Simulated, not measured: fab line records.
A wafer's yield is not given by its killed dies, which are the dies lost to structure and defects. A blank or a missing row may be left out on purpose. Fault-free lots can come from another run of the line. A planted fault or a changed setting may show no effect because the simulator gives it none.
fab line records / flow n5_finfet
[record] lots = 6 wafers = 18 last_day = 16
route steps=1938 shown MOL_CONTACT_COAG@547 BEOL_M4@1111
lots untouched by any fault: they come from a run of this same line in which no faults occurred
start_h: the number of hours between the record's first day and the start of the first shown wafer of the lot / wait_h: time in hours since the lot's previous step / " identical to the entry in the row above / L1.1+2: one row covering several wafers at once / - no value, or no start was given / * or withheld: withheld / < > ~ a bound
route shown NAME@n: NAME is a module with steps in the file, n the number in the route of the first one / usual: mean/standard deviation taken from wafers without a fault / same: alike in all rows / chamber/n: place in a boat / sites: readings site by site / _std_site: the values' standard deviation / _edge_site: outer sites' mean less inner sites' / radius_mm: how far each site lies from the wafer's centre / mask NAME#n: copy n / behind: the most recent tool/chamber to have shaped the wafer / hold: cause of the lot's hold/its duration in hours/its outcome / device: names the non-switching transistor (n, p or np) / end of line: at the end of the route, the tests of the same wafers / a step with no rows: only its recipe / killed: dies that structure and defects cost at the first sort, which is not the same as the wafer's yield / map: a wafer's dies, marking killed ones x, the rest . and places with no die _
set.NAME: the run value of the setting; set.NAME@STEP: its run value at that earlier step / model.NAME: the simulator's own value behind a step, which no gauge read
a table for each step, a row for each wafer; lots at some steps of the route
services: the hour from which a tool's chamber was out of use, counted from the record's first day as start_h (under 0 if before that day), plus the number of hours and why
[[steps]]
[step N5_MOL_CONTACT_COAG_SPUTTER_143]
[recipe] material = Co target_thk_a = 25 temp_c = 25 chamber_pressure_pa = 0.2
[usual] throttle_valve_pct = 29.8/0.8
lot.wafer=L320.2 tool=pvd_sputter-03 chamber=- start_h=89.81 wait_h=0.0 throttle_valve_pct=30.3
lot.wafer=L320.3 tool=pvd_sputter-03 chamber=- start_h=89.81 wait_h=0.0 throttle_valve_pct=29.0
lot.wafer=L320.6 tool=pvd_sputter-03 chamber=- start_h=89.81 wait_h=0.0 throttle_valve_pct=29.2
lot.wafer=L325.1 tool=pvd_sputter-03 chamber=- start_h=123.78 wait_h=0.0 throttle_valve_pct=29.2
lot.wafer=L325.2 tool=pvd_sputter-03 chamber=- start_h=123.78 wait_h=0.0 throttle_valve_pct=29.5
lot.wafer=L325.5 tool=pvd_sputter-03 chamber=- start_h=123.78 wait_h=0.0 throttle_valve_pct=29.9
lot.wafer=L326.1 tool=pvd_sputter-01 chamber=- start_h=131.03 wait_h=0.0 throttle_valve_pct=30.9
lot.wafer=L326.2 tool=pvd_sputter-01 chamber=- start_h=131.03 wait_h=0.0 throttle_valve_pct=29.7
lot.wafer=L326.4 tool=pvd_sputter-01 chamber=- start_h=131.03 wait_h=0.0 throttle_valve_pct=30.2
lot.wafer=L335.2 tool=pvd_sputter-03 chamber=- start_h=182.00 wait_h=0.0 throttle_valve_pct=29.0
lot.wafer=L335.3 tool=pvd_sputter-03 chamber=- start_h=182.00 wait_h=0.0 throttle_valve_pct=29.6
lot.wafer=L335.4 tool=pvd_sputter-03 chamber=- start_h=182.00 wait_h=0.0 throttle_valve_pct=29.8
lot.wafer=L336.2 tool=pvd_sputter-01 chamber=- start_h=189.67 wait_h=0.0 throttle_valve_pct=30.8
lot.wafer=L336.5 tool=pvd_sputter-01 chamber=- start_h=189.67 wait_h=0.0 throttle_valve_pct=31.0
lot.wafer=L336.6 tool=pvd_sputter-01 chamber=- start_h=189.67 wait_h=0.0 throttle_valve_pct=29.7
lot.wafer=L341.1 tool=pvd_sputter-03 chamber=- start_h=219.47 wait_h=0.0 throttle_valve_pct=29.5
lot.wafer=L341.2 tool=pvd_sputter-03 chamber=- start_h=219.47 wait_h=0.0 throttle_valve_pct=29.6
lot.wafer=L341.5 tool=pvd_sputter-03 chamber=- start_h=219.47 wait_h=0.0 throttle_valve_pct=29.7
[step N5_MOL_CONTACT_COAG_CO_FILL_22]
[recipe] material = Co target_thk_a = 200 temp_c = 200 precursor = CCTBA/H2 pressure_torr = 30
[usual] heater_power_w = 238/26
lot.wafer=L320.2 tool=cvd_co-02 chamber=2 start_h=89.93 wait_h=0.1 heater_power_w=222
lot.wafer=L320.3 tool=cvd_co-02 chamber=0 start_h=89.93 wait_h=0.1 heater_power_w=277
lot.wafer=L320.6 tool=cvd_co-02 chamber=2 start_h=89.93 wait_h=0.1 heater_power_w=219
lot.wafer=L325.1 tool=cvd_co-01 chamber=1 start_h=123.90 wait_h=0.1 heater_power_w=226
lot.wafer=L325.2 tool=cvd_co-01 chamber=0 start_h=123.90 wait_h=0.1 heater_power_w=228
lot.wafer=L325.5 tool=cvd_co-01 chamber=1 start_h=123.90 wait_h=0.1 heater_power_w=226
lot.wafer=L326.1 tool=cvd_co-01 chamber=2 start_h=131.15 wait_h=0.1 heater_power_w=209
lot.wafer=L326.2 tool=cvd_co-01 chamber=1 start_h=131.15 wait_h=0.1 heater_power_w=224
lot.wafer=L326.4 tool=cvd_co-01 chamber=0 start_h=131.15 wait_h=0.1 heater_power_w=227
lot.wafer=L335.2 tool=cvd_co-01 chamber=0 start_h=182.12 wait_h=0.1 heater_power_w=230
lot.wafer=L335.3 tool=cvd_co-01 chamber=1 start_h=182.12 wait_h=0.1 heater_power_w=229
lot.wafer=L335.4 tool=cvd_co-01 chamber=1 start_h=182.12 wait_h=0.1 heater_power_w=225
lot.wafer=L336.2 tool=cvd_co-01 chamber=1 start_h=189.79 wait_h=0.1 heater_power_w=225
lot.wafer=L336.5 tool=cvd_co-01 chamber=1 start_h=189.79 wait_h=0.1 heater_power_w=230
lot.wafer=L336.6 tool=cvd_co-01 chamber=0 start_h=189.79 wait_h=0.1 heater_power_w=234
lot.wafer=L341.1 tool=cvd_co-02 chamber=1 start_h=219.59 wait_h=0.1 heater_power_w=275
lot.wafer=L341.2 tool=cvd_co-02 chamber=2 start_h=219.59 wait_h=0.1 heater_power_w=225
lot.wafer=L341.5 tool=cvd_co-02 chamber=1 start_h=219.59 wait_h=0.1 heater_power_w=282
[step N5_MOL_CONTACT_COAG_ANNEAL_113]
[recipe] temp_c = 400 time_s = 300 ambient = H2/N2
[usual] lamp_power_pct = 2.42/0.074 wafer_temp_C_max = 401.23/0.29
lot.wafer=L320.2 tool=rtp_anneal-01 chamber=0 start_h=90.70 wait_h=0.5 lamp_power_pct=2.67 wafer_temp_C_max=400.41
lot.wafer=L320.3 tool=rtp_anneal-01 chamber=0 start_h=90.70 wait_h=0.5 lamp_power_pct=2.67 wafer_temp_C_max=401.20
lot.wafer=L320.6 tool=rtp_anneal-01 chamber=0 start_h=90.70 wait_h=0.5 lamp_power_pct=2.67 wafer_temp_C_max=400.76
lot.wafer=L325.1 tool=rtp_anneal-01 chamber=0 start_h=124.52 wait_h=0.3 lamp_power_pct=2.67 wafer_temp_C_max=401.22
lot.wafer=L325.2 tool=rtp_anneal-01 chamber=0 start_h=124.52 wait_h=0.3 lamp_power_pct=2.68 wafer_temp_C_max=401.14
lot.wafer=L325.5 tool=rtp_anneal-01 chamber=0 start_h=124.52 wait_h=0.3 lamp_power_pct=2.67 wafer_temp_C_max=400.66
lot.wafer=L326.1 tool=rtp_anneal-02 chamber=0 start_h=131.77 wait_h=0.3 lamp_power_pct=2.40 wafer_temp_C_max=400.97
lot.wafer=L326.2 tool=rtp_anneal-02 chamber=0 start_h=131.77 wait_h=0.3 lamp_power_pct=2.40 wafer_temp_C_max=401.66
lot.wafer=L326.4 tool=rtp_anneal-02 chamber=0 start_h=131.77 wait_h=0.3 lamp_power_pct=2.40 wafer_temp_C_max=401.34
lot.wafer=L335.2 tool=rtp_anneal-02 chamber=0 start_h=183.04 wait_h=0.6 lamp_power_pct=2.40 wafer_temp_C_max=401.34
lot.wafer=L335.3 tool=rtp_anneal-02 chamber=0 start_h=183.04 wait_h=0.6 lamp_power_pct=2.40 wafer_temp_C_max=401.33
lot.wafer=L335.4 tool=rtp_anneal-02 chamber=0 start_h=183.04 wait_h=0.6 lamp_power_pct=2.40 wafer_temp_C_max=401.49
lot.wafer=L336.2 tool=rtp_anneal-02 chamber=0 start_h=191.05 wait_h=1.0 lamp_power_pct=2.40 wafer_temp_C_max=401.39
lot.wafer=L336.5 tool=rtp_anneal-02 chamber=0 start_h=191.05 wait_h=1.0 lamp_power_pct=2.40 wafer_temp_C_max=400.99
lot.wafer=L336.6 tool=rtp_anneal-02 chamber=0 start_h=191.05 wait_h=1.0 lamp_power_pct=2.40 wafer_temp_C_max=401.27
lot.wafer=L341.1 tool=rtp_anneal-02 chamber=0 start_h=220.36 wait_h=0.5 lamp_power_pct=2.40 wafer_temp_C_max=401.79
lot.wafer=L341.2 tool=rtp_anneal-02 chamber=0 start_h=220.36 wait_h=0.5 lamp_power_pct=2.40 wafer_temp_C_max=401.26
lot.wafer=L341.5 tool=rtp_anneal-02 chamber=0 start_h=220.36 wait_h=0.5 lamp_power_pct=2.40 wafer_temp_C_max=401.64
[step N5_MOL_CONTACT_COAG_PRE_CLEAN_142]
[recipe] gas = H2/He time_s = 60 temp_c = 300
[usual] heater_power_w = 490/47
lot.wafer=L320.2 tool=pvd_sputter-02 chamber=- start_h=92.22 wait_h=1.4 heater_power_w=469
lot.wafer=L320.3 tool=pvd_sputter-02 chamber=- start_h=92.22 wait_h=1.4 heater_power_w=511
lot.wafer=L320.6 tool=pvd_sputter-02 chamber=- start_h=92.22 wait_h=1.4 heater_power_w=582
lot.wafer=L325.1 tool=pvd_sputter-02 chamber=- start_h=126.76 wait_h=2.1 heater_power_w=450
lot.wafer=L325.2 tool=pvd_sputter-02 chamber=- start_h=126.76 wait_h=2.1 heater_power_w=464
lot.wafer=L325.5 tool=pvd_sputter-02 chamber=- start_h=126.76 wait_h=2.1 heater_power_w=509
lot.wafer=L326.1 tool=pvd_sputter-03 chamber=- start_h=133.46 wait_h=1.5 heater_power_w=417
lot.wafer=L326.2 tool=pvd_sputter-03 chamber=- start_h=133.46 wait_h=1.5 heater_power_w=467
lot.wafer=L326.4 tool=pvd_sputter-03 chamber=- start_h=133.46 wait_h=1.5 heater_power_w=477
lot.wafer=L335.2 tool=pvd_sputter-01 chamber=- start_h=184.39 wait_h=1.2 heater_power_w=459
lot.wafer=L335.3 tool=pvd_sputter-01 chamber=- start_h=184.39 wait_h=1.2 heater_power_w=486
lot.wafer=L335.4 tool=pvd_sputter-01 chamber=- start_h=184.39 wait_h=1.2 heater_power_w=477
lot.wafer=L336.2 tool=pvd_sputter-02 chamber=- start_h=191.84 wait_h=0.6 heater_power_w=578
lot.wafer=L336.5 tool=pvd_sputter-02 chamber=- start_h=191.84 wait_h=0.6 heater_power_w=457
lot.wafer=L336.6 tool=pvd_sputter-02 chamber=- start_h=191.84 wait_h=0.6 heater_power_w=450
lot.wafer=L341.1 tool=pvd_sputter-02 chamber=- start_h=221.30 wait_h=0.8 heater_power_w=511
lot.wafer=L341.2 tool=pvd_sputter-02 chamber=- start_h=221.30 wait_h=0.8 heater_power_w=464
lot.wafer=L341.5 tool=pvd_sputter-02 chamber=- start_h=221.30 wait_h=0.8 heater_power_w=506
[step N5_MOL_CONTACT_COAG_SPUTTER_130]
[recipe] material = Co target_thk_a = 475 temp_c = 25 chamber_pressure_pa = 0.5 power_w = 3000
[step N5_MOL_CONTACT_COAG_PRECLEAN_125]
[recipe] chemistry = DIW time_s = 57.5 temp_c = 23
[step N5_MOL_CONTACT_COAG_SRD_126]
[recipe] dry_time_s = 32 dry = n2_spin spin_rpm = 1500
[step N5_MOL_CONTACT_COAG_CMP_23]
[recipe] stop_on = SiO2 t_overpolish_s = 1.5 post_cmp_clean = cu_alkaline down_force_psi = 2 platen_rpm = 50.289 pad_velocity_m_s = 1.0006 target_thk_nm = 0
[step N5_MOL_CONTACT_COAG_WET_ETCH_26]
[recipe] target = Co target_depth_nm = 13
[step N5_MOL_CONTACT_COAG_WET_ETCH_116]
[recipe] chemistry = SC1-inhibited target_depth_nm = 4.6 dry = ipa_marangoni rinse_time_s = 30 rinse_temp_c = 23
[step N5_MOL_CONTACT_COAG_ALD_27]
[recipe] material = SiOC target_thk_a = 170 temp_c = 400 ald_precursor_family = carbosiloxane ald_co_reactant = H2-plasma pulse_time_s = 1.5 time_s = 2720 purge_time_s = 2 co_reactant_purge_time_s = 2 ald_cycles = 340 pressure_torr = 2
[usual] ald_cycles = 340/0 heater_power_w = 875/66 precursor_pulse_height_rel = 1.000/0.019 run_length_s = 2769.8/0.65 time_s = 2720/0
[same] purge_time_s = 2
lot.wafer=L320.2 tool=ald_sin-04 chamber=0 start_h=93.28 wait_h=0.0 ald_cycles=340 heater_power_w=925 precursor_pulse_height_rel=0.995 run_length_s=2770.5 time_s=2720 model.SiOC_of_MOL_CONTACT_COAG_ALD_27.thk_nm=16.8
lot.wafer=L320.3 tool=ald_sin-04 chamber=3 start_h=93.28 wait_h=0.0 ald_cycles=340 heater_power_w=954 precursor_pulse_height_rel=0.993 run_length_s=2768.7 time_s=2720 model.SiOC_of_MOL_CONTACT_COAG_ALD_27.thk_nm=17
lot.wafer=L320.6 tool=ald_sin-04 chamber=2 start_h=93.28 wait_h=0.0 ald_cycles=340 heater_power_w=840 precursor_pulse_height_rel=1.008 run_length_s=2769.7 time_s=2720 model.SiOC_of_MOL_CONTACT_COAG_ALD_27.thk_nm=17
lot.wafer=L325.1 tool=ald_sin-04 chamber=2 start_h=127.84 wait_h=0.0 ald_cycles=360 heater_power_w=871 precursor_pulse_height_rel=1.003 run_length_s=2929.9 time_s=2880 model.SiOC_of_MOL_CONTACT_COAG_ALD_27.thk_nm=18
lot.wafer=L325.2 tool=ald_sin-04 chamber=3 start_h=127.84 wait_h=0.0 ald_cycles=340 heater_power_w=937 precursor_pulse_height_rel=0.983 run_length_s=2769.0 time_s=2720 model.SiOC_of_MOL_CONTACT_COAG_ALD_27.thk_nm=16.8
lot.wafer=L325.5 tool=ald_sin-04 chamber=3 start_h=127.84 wait_h=0.0 ald_cycles=340 heater_power_w=924 precursor_pulse_height_rel=0.985 run_length_s=2769.1 time_s=2720 model.SiOC_of_MOL_CONTACT_COAG_ALD_27.thk_nm=17
lot.wafer=L326.1 tool=ald_sin-04 chamber=3 start_h=134.52 wait_h=0.0 ald_cycles=340 heater_power_w=927 precursor_pulse_height_rel=1.010 run_length_s=2768.7 time_s=2720 model.SiOC_of_MOL_CONTACT_COAG_ALD_27.thk_nm=17
lot.wafer=L326.2 tool=ald_sin-04 chamber=2 start_h=134.52 wait_h=0.0 ald_cycles=360 heater_power_w=852 precursor_pulse_height_rel=1.010 run_length_s=2929.5 time_s=2880 model.SiOC_of_MOL_CONTACT_COAG_ALD_27.thk_nm=17.8
lot.wafer=L326.4 tool=ald_sin-04 chamber=1 start_h=134.52 wait_h=0.0 ald_cycles=340 heater_power_w=851 precursor_pulse_height_rel=1.015 run_length_s=2769.8 time_s=2720 model.SiOC_of_MOL_CONTACT_COAG_ALD_27.thk_nm=17
lot.wafer=L335.2 tool=ald_sin-01 chamber=2 start_h=187.78 wait_h=2.4 ald_cycles=340 heater_power_w=855 precursor_pulse_height_rel=1.009 run_length_s=2769.7 time_s=2720 model.SiOC_of_MOL_CONTACT_COAG_ALD_27.thk_nm=16.8
lot.wafer=L335.3 tool=ald_sin-01 chamber=1 start_h=187.78 wait_h=2.4 ald_cycles=340 heater_power_w=948 precursor_pulse_height_rel=1.007 run_length_s=2770.3 time_s=2720 model.SiOC_of_MOL_CONTACT_COAG_ALD_27.thk_nm=17
lot.wafer=L335.4 tool=ald_sin-01 chamber=3 start_h=187.78 wait_h=2.4 ald_cycles=340 heater_power_w=733 precursor_pulse_height_rel=1.038 run_length_s=2769.3 time_s=2720 model.SiOC_of_MOL_CONTACT_COAG_ALD_27.thk_nm=17
lot.wafer=L336.2 tool=ald_sin-04 chamber=3 start_h=192.90 wait_h=0.0 ald_cycles=340 heater_power_w=932 precursor_pulse_height_rel=0.975 run_length_s=2768.8 time_s=2720 model.SiOC_of_MOL_CONTACT_COAG_ALD_27.thk_nm=17
lot.wafer=L336.5 tool=ald_sin-04 chamber=1 start_h=192.90 wait_h=0.0 ald_cycles=340 heater_power_w=832 precursor_pulse_height_rel=0.982 run_length_s=2769.5 time_s=2720 model.SiOC_of_MOL_CONTACT_COAG_ALD_27.thk_nm=17
lot.wafer=L336.6 tool=ald_sin-04 chamber=0 start_h=192.90 wait_h=0.0 ald_cycles=340 heater_power_w=903 precursor_pulse_height_rel=1.038 run_length_s=2770.8 time_s=2720 model.SiOC_of_MOL_CONTACT_COAG_ALD_27.thk_nm=17
lot.wafer=L341.1 tool=ald_sin-01 chamber=0 start_h=222.36 wait_h=0.0 ald_cycles=340 heater_power_w=822 precursor_pulse_height_rel=1.005 run_length_s=2769.5 time_s=2720 model.SiOC_of_MOL_CONTACT_COAG_ALD_27.thk_nm=17
lot.wafer=L341.2 tool=ald_sin-01 chamber=1 start_h=222.36 wait_h=0.0 ald_cycles=340 heater_power_w=948 precursor_pulse_height_rel=0.974 run_length_s=2770.2 time_s=2720 model.SiOC_of_MOL_CONTACT_COAG_ALD_27.thk_nm=17
lot.wafer=L341.5 tool=ald_sin-01 chamber=2 start_h=222.36 wait_h=0.0 ald_cycles=340 heater_power_w=875 precursor_pulse_height_rel=1.004 run_length_s=2769.7 time_s=2720 model.SiOC_of_MOL_CONTACT_COAG_ALD_27.thk_nm=17
[step N5_MOL_CONTACT_COAG_CMP_28]
[recipe] stop_on = SiNx t_overpolish_s = 0.85 post_cmp_clean = alkaline_brush down_force_psi = 4.15 platen_rpm = 51.8 pad_velocity_m_s = 1.0307 target_thk_nm = 14.522
[usual] edge_zone_pressure_frac = 1.000/0.0049 motor_current_A = 12.3/1.3
lot.wafer=L320.3 tool=cmp-02 chamber=0 start_h=94.89 wait_h=0.8 edge_zone_pressure_frac=1.006 motor_current_A=13.9
lot.wafer=L320.2 tool=cmp-02 chamber=2 start_h=94.89 wait_h=0.8 edge_zone_pressure_frac=1.005 motor_current_A=11.5
lot.wafer=L320.6 tool=cmp-02 chamber=0 start_h=94.89 wait_h=0.8 edge_zone_pressure_frac=1.007 motor_current_A=14.7
lot.wafer=L325.2 tool=cmp-01 chamber=3 start_h=129.45 wait_h=0.8 edge_zone_pressure_frac=1.002 motor_current_A=11.7
lot.wafer=L325.1 tool=cmp-01 chamber=0 start_h=129.45 wait_h=0.8 edge_zone_pressure_frac=1.000 motor_current_A=12.4
lot.wafer=L325.5 tool=cmp-01 chamber=2 start_h=129.45 wait_h=0.8 edge_zone_pressure_frac=1.001 motor_current_A=11.4
lot.wafer=L326.4 tool=cmp-02 chamber=0 start_h=136.09 wait_h=0.8 edge_zone_pressure_frac=0.987 motor_current_A=14.1
lot.wafer=L326.2 tool=cmp-02 chamber=2 start_h=136.09 wait_h=0.8 edge_zone_pressure_frac=0.991 motor_current_A=11.3
lot.wafer=L326.1 tool=cmp-02 chamber=3 start_h=136.09 wait_h=0.8 edge_zone_pressure_frac=1.001 motor_current_A=11.8
lot.wafer=L335.2 tool=cmp-03 chamber=1 start_h=189.39 wait_h=0.8 edge_zone_pressure_frac=1.006 motor_current_A=11.5
lot.wafer=L335.4 tool=cmp-03 chamber=2 start_h=189.39 wait_h=0.8 edge_zone_pressure_frac=0.997 motor_current_A=11.8
lot.wafer=L335.3 tool=cmp-03 chamber=3 start_h=189.39 wait_h=0.8 edge_zone_pressure_frac=0.999 motor_current_A=15.1
lot.wafer=L336.2 tool=cmp-03 chamber=2 start_h=194.55 wait_h=0.9 edge_zone_pressure_frac=1.000 motor_current_A=12.2
lot.wafer=L336.5 tool=cmp-03 chamber=0 start_h=194.55 wait_h=0.9 edge_zone_pressure_frac=0.996 motor_current_A=12.3
lot.wafer=L336.6 tool=cmp-03 chamber=1 start_h=194.55 wait_h=0.9 edge_zone_pressure_frac=0.994 motor_current_A=11.0
lot.wafer=L341.1 tool=cmp-03 chamber=1 start_h=223.93 wait_h=0.8 edge_zone_pressure_frac=0.993 motor_current_A=11.3
lot.wafer=L341.2 tool=cmp-03 chamber=2 start_h=223.93 wait_h=0.8 edge_zone_pressure_frac=1.003 motor_current_A=11.9
lot.wafer=L341.5 tool=cmp-03 chamber=1 start_h=223.93 wait_h=0.8 edge_zone_pressure_frac=0.999 motor_current_A=11.2
[step N5_BEOL_M4_RC_MEAS_101]
[usual] DIBL_N = 35.7/1.3 DIBL_P = 35.4/1.8 IOFF_N = 0.152/0.027 IOFF_P = 0.20/0.034 ION_N = 672/9.8 ION_P = 461/7.5 SS_N = 71.4/0.55 SS_P = 73.1/0.61 VT_N = 251/3.3 VT_P = -251/3.6
lot.wafer=L320.2 tool=prober-02 chamber=0 start_h=162.89 wait_h=0.2 DIBL_N[mV/V]=34.8 DIBL_P[mV/V]=37.0 IOFF_N[nA/um]=0.161 IOFF_P[nA/um]=0.23 ION_N[uA/um]=683 ION_P[uA/um]=471 SS_N[mV/dec]=71.2 SS_P[mV/dec]=73.2 VT_N[mV]=247 VT_P[mV]=-247
lot.wafer=L320.3 tool=prober-02 chamber=0 start_h=162.89 wait_h=0.2 DIBL_N[mV/V]=36.3 DIBL_P[mV/V]=38.8 IOFF_N[nA/um]=0.196 IOFF_P[nA/um]=0.26 ION_N[uA/um]=688 ION_P[uA/um]=473 SS_N[mV/dec]=71.1 SS_P[mV/dec]=73.5 VT_N[mV]=245 VT_P[mV]=-245
lot.wafer=L320.6 tool=prober-02 chamber=0 start_h=162.89 wait_h=0.2 DIBL_N[mV/V]=35.8 DIBL_P[mV/V]=38.0 IOFF_N[nA/um]=0.179 IOFF_P[nA/um]=0.25 ION_N[uA/um]=684 ION_P[uA/um]=472 SS_N[mV/dec]=71.4 SS_P[mV/dec]=73.3 VT_N[mV]=246 VT_P[mV]=-246
lot.wafer=L325.1 tool=prober-02 chamber=0 start_h=194.14 wait_h=0.0 DIBL_N[mV/V]=36.9 DIBL_P[mV/V]=37.4 IOFF_N[nA/um]=0.191 IOFF_P[nA/um]=0.26 ION_N[uA/um]=683 ION_P[uA/um]=474 SS_N[mV/dec]=71.7 SS_P[mV/dec]=73.5 VT_N[mV]=246 VT_P[mV]=-244
lot.wafer=L325.2 tool=prober-02 chamber=0 start_h=194.14 wait_h=0.0 DIBL_N[mV/V]=35.7 DIBL_P[mV/V]=35.7 IOFF_N[nA/um]=0.175 IOFF_P[nA/um]=0.24 ION_N[uA/um]=688 ION_P[uA/um]=468 SS_N[mV/dec]=71.8 SS_P[mV/dec]=73.3 VT_N[mV]=245 VT_P[mV]=-246
lot.wafer=L325.5 tool=prober-02 chamber=0 start_h=194.14 wait_h=0.0 DIBL_N[mV/V]=35.2 DIBL_P[mV/V]=35.9 IOFF_N[nA/um]=0.163 IOFF_P[nA/um]=0.23 ION_N[uA/um]=683 ION_P[uA/um]=473 SS_N[mV/dec]=71.4 SS_P[mV/dec]=73.9 VT_N[mV]=249 VT_P[mV]=-245
lot.wafer=L326.1 tool=prober-02 chamber=0 start_h=200.27 wait_h=0.0 DIBL_N[mV/V]=35.6 DIBL_P[mV/V]=37.1 IOFF_N[nA/um]=0.164 IOFF_P[nA/um]=0.24 ION_N[uA/um]=684 ION_P[uA/um]=474 SS_N[mV/dec]=70.8 SS_P[mV/dec]=73.0 VT_N[mV]=247 VT_P[mV]=-245
lot.wafer=L326.2 tool=prober-02 chamber=0 start_h=200.27 wait_h=0.0 DIBL_N[mV/V]=34.1 DIBL_P[mV/V]=34.2 IOFF_N[nA/um]=0.130 IOFF_P[nA/um]=0.18 ION_N[uA/um]=675 ION_P[uA/um]=462 SS_N[mV/dec]=70.5 SS_P[mV/dec]=72.3 VT_N[mV]=253 VT_P[mV]=-247
lot.wafer=L326.4 tool=prober-02 chamber=0 start_h=200.27 wait_h=0.0 DIBL_N[mV/V]=34.6 DIBL_P[mV/V]=35.8 IOFF_N[nA/um]=0.146 IOFF_P[nA/um]=0.21 ION_N[uA/um]=675 ION_P[uA/um]=464 SS_N[mV/dec]=71.0 SS_P[mV/dec]=72.0 VT_N[mV]=249 VT_P[mV]=-247
lot.wafer=L335.2 tool=prober-01 chamber=0 start_h=256.24 wait_h=0.2 DIBL_N[mV/V]=38.1 DIBL_P[mV/V]=37.4 IOFF_N[nA/um]=0.178 IOFF_P[nA/um]=0.22 ION_N[uA/um]=667 ION_P[uA/um]=456 SS_N[mV/dec]=71.9 SS_P[mV/dec]=74.0 VT_N[mV]=248 VT_P[mV]=-251
lot.wafer=L335.3 tool=prober-01 chamber=0 start_h=256.24 wait_h=0.2 DIBL_N[mV/V]=37.8 DIBL_P[mV/V]=36.4 IOFF_N[nA/um]=0.179 IOFF_P[nA/um]=0.20 ION_N[uA/um]=676 ION_P[uA/um]=455 SS_N[mV/dec]=72.1 SS_P[mV/dec]=74.4 VT_N[mV]=249 VT_P[mV]=-253
lot.wafer=L335.4 tool=prober-01 chamber=0 start_h=256.24 wait_h=0.2 DIBL_N[mV/V]=35.4 DIBL_P[mV/V]=34.7 IOFF_N[nA/um]=0.144 IOFF_P[nA/um]=0.17 ION_N[uA/um]=678 ION_P[uA/um]=452 SS_N[mV/dec]=71.8 SS_P[mV/dec]=72.4 VT_N[mV]=249 VT_P[mV]=-255
lot.wafer=L336.2 tool=prober-01 chamber=0 start_h=261.97 wait_h=0.2 DIBL_N[mV/V]=37.5 DIBL_P[mV/V]=37.0 IOFF_N[nA/um]=0.169 IOFF_P[nA/um]=0.22 ION_N[uA/um]=674 ION_P[uA/um]=457 SS_N[mV/dec]=71.8 SS_P[mV/dec]=73.7 VT_N[mV]=252 VT_P[mV]=-250
lot.wafer=L336.5 tool=prober-01 chamber=0 start_h=261.97 wait_h=0.2 DIBL_N[mV/V]=34.6 DIBL_P[mV/V]=34.2 IOFF_N[nA/um]=0.122 IOFF_P[nA/um]=0.18 ION_N[uA/um]=654 ION_P[uA/um]=456 SS_N[mV/dec]=70.9 SS_P[mV/dec]=72.1 VT_N[mV]=251 VT_P[mV]=-252
lot.wafer=L336.6 tool=prober-01 chamber=0 start_h=261.97 wait_h=0.2 DIBL_N[mV/V]=35.6 DIBL_P[mV/V]=34.3 IOFF_N[nA/um]=0.138 IOFF_P[nA/um]=0.19 ION_N[uA/um]=668 ION_P[uA/um]=458 SS_N[mV/dec]=71.7 SS_P[mV/dec]=72.8 VT_N[mV]=250 VT_P[mV]=-250
lot.wafer=L341.1 tool=prober-02 chamber=0 start_h=285.90 wait_h=0.0 DIBL_N[mV/V]=34.2 DIBL_P[mV/V]=33.3 IOFF_N[nA/um]=0.111 IOFF_P[nA/um]=0.15 ION_N[uA/um]=661 ION_P[uA/um]=458 SS_N[mV/dec]=70.7 SS_P[mV/dec]=72.3 VT_N[mV]=254 VT_P[mV]=-257
lot.wafer=L341.2 tool=prober-02 chamber=0 start_h=285.90 wait_h=0.0 DIBL_N[mV/V]=37.3 DIBL_P[mV/V]=37.7 IOFF_N[nA/um]=0.176 IOFF_P[nA/um]=0.22 ION_N[uA/um]=694 ION_P[uA/um]=473 SS_N[mV/dec]=71.7 SS_P[mV/dec]=73.1 VT_N[mV]=249 VT_P[mV]=-250
lot.wafer=L341.5 tool=prober-02 chamber=0 start_h=285.90 wait_h=0.0 DIBL_N[mV/V]=34.7 DIBL_P[mV/V]=34.4 IOFF_N[nA/um]=0.131 IOFF_P[nA/um]=0.17 ION_N[uA/um]=674 ION_P[uA/um]=463 SS_N[mV/dec]=70.3 SS_P[mV/dec]=72.6 VT_N[mV]=251 VT_P[mV]=-252
[[services]]
tool=cmp-02 chamber=- start_h=65.92 hours=2.2 kind=repair
tool=cmp-01 chamber=- start_h=68.57 hours=1.2 kind=repair
tool=cmp-03 chamber=- start_h=87.60 hours=6.7 kind=repair
tool=cvd_co-01 chamber=- start_h=122.50 hours=0.8 kind=repair
tool=rtp_anneal-01 chamber=- start_h=133.46 hours=101.8 kind=pm
tool=cmp-01 chamber=- start_h=148.41 hours=7.1 kind=pm
tool=cvd_co-01 chamber=- start_h=153.72 hours=6.9 kind=pm
tool=cmp-03 chamber=- start_h=158.01 hours=2.5 kind=repair
tool=cmp-02 chamber=- start_h=163.29 hours=4.1 kind=repair
tool=cvd_co-02 chamber=- start_h=168.66 hours=0.6 kind=repair
tool=cmp-03 chamber=- start_h=175.35 hours=4.0 kind=pm
tool=ald_sin-04 chamber=- start_h=176.82 hours=14.0 kind=pm
tool=ald_sin-04 chamber=0 start_h=176.82 hours=14.0 kind=vent_cycle
tool=ald_sin-04 chamber=1 start_h=176.82 hours=14.0 kind=vent_cycle
tool=ald_sin-04 chamber=2 start_h=176.82 hours=14.0 kind=vent_cycle
tool=ald_sin-04 chamber=3 start_h=176.82 hours=14.0 kind=vent_cycle
tool=ald_sin-01 chamber=- start_h=186.80 hours=0.8 kind=pm
tool=cvd_co-01 chamber=2 start_h=189.17 hours=15.3 kind=repair
tool=ald_sin-04 chamber=0 start_h=190.82 hours=- kind=clean
tool=ald_sin-01 chamber=0 start_h=196.32 hours=3.0 kind=repair
tool=cmp-02 chamber=- start_h=198.41 hours=1.0 kind=repair
tool=cvd_co-01 chamber=1 start_h=205.77 hours=4.3 kind=repair
tool=cvd_co-01 chamber=0 start_h=208.60 hours=9.6 kind=repair
tool=cmp-01 chamber=- start_h=212.81 hours=3.1 kind=repair
[[key]]
[first_sign] step = N5_MOL_CONTACT_COAG_ALD_27 reading = ald_cycles direction = up sigmas = 99+ usual = * struck = *
[effect] step = N5_MOL_CONTACT_COAG_ALD_27 reading = time_s direction = up sigmas = 99+ usual = * struck = *
[model_effect] step = N5_MOL_CONTACT_COAG_ALD_27 value = SiOC_of_MOL_CONTACT_COAG_ALD_27.thk_nm without = 16.9 struck = 17.9
met_at N5_MOL_CONTACT_COAG_ALD_27
struck_wafers L325.1,L326.2
onset_between 93.28 127.84
[fault] kind = process_parameter_drift tool = ald_sin-04 chamber = 2 onset_h = 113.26 steps = N5_MOL_CONTACT_COAG_ALD_27 channel = ald_cycles offset = * shape = step end_h = 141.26 acts_in = * stated = *
